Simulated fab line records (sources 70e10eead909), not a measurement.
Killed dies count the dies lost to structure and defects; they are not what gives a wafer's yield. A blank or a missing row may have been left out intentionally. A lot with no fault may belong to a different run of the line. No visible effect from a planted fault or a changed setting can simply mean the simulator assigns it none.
Code-filled problem report in 8D (eight disciplines) form || flow nand-harc || the parts of the form that need people (team, actions taken, sign-off) are left out

1. THE ISSUE
Wafers without a fault read 3.4, standard deviation 2.1; killed-at-periphery at NHARC_END_SORT_01 reads a mean of 34.2 on 6 wafers belonging to 2 lots. That is +15 standard deviations from the usual mean.
The first sign was on wafer L903.3 at day 23 06:13, on prober-02. The record holds 12 wafers of 4 lots with a number at this step. By rule, "out" or "out of limits" means more than 4 standard deviations away from the usual mean. The other wafers with a number count as sound.

2. WHAT IT IS, AND WHAT IT ISN'T
{"question": "which readings at this step", "is": "killed-at-periphery", "is not": "killed-at-array, killed-at-other, killed-open, killed-short"}
{"question": "which lots", "is": "L903, L905", "is not": "L887, L902"}
{"question": "which wafers of those lots", "is": "all that have a number", "is not": "-"}
{"question": "read on which gauges", "is": "prober-01, prober-02", "is not": "-"}
{"question": "when", "is": "from day 23 06:13", "is not": "up to then (3 sound wafers); but 3 sound wafers of L902 came after"}

3. WHAT RULES OUT EACH SUSPECT
Counting: a tool at a process step up to the reading stays a suspect if it ran every lot that is out and no sound lot after the first of them.
- ruled out: the gauge at NHARC_END_SORT_01. 2 gauges (prober-01, prober-02) read the wafers that are out.
- krf-scanner-03 at NHARC_P_ZERO_WELL_EXPOSE_21 (exposes mask P NWELL, target cd 720 nm): kept. It ran every lot that is out, first L903 (day 6 02:32), and no sound lot after that.
After counting, what remains is krf-scanner-03 at NHARC_P_ZERO_WELL_EXPOSE_21.

4. THE CAUSE (what the simulator had put in)
Scanner matching overlay: krf-scanner-03, from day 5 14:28 on, at NHARC_P_ZERO_WELL_EXPOSE_21. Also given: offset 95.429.
The count eliminated every tool but this one.

5. SEQUENCE OF EFFECTS, ordered by route
Each row: a reading whose mean over the struck wafers that have a number lies more than 3 standard deviations from the usual. Only readings for which the record gives a usual standard deviation are gone through. hours: the time from each lot's start at the first step in this table that gives one to its start at this step, as a median over the lots. sigmas: the change in usual standard deviations.
{"hours": 0, "step": "NHARC_END_SORT_01", "reading": "killed-at-periphery", "usual": 3.4, "on struck wafers": 34.2, "change": "+30.8", "sigmas": "+15"}

6. HOW IT WOULD HAVE BEEN CAUGHT EARLIER
The first out-of-limits reading at a measuring or inspecting step in this record came at day 23 06:13, 424 hours after the fault's start at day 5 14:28.
All the lots that are out (2) had begun NHARC_P_ZERO_WELL_EXPOSE_21 on krf-scanner-03 by day 23 06:13. Had the tool been put on hold then, not one of them would have been saved.
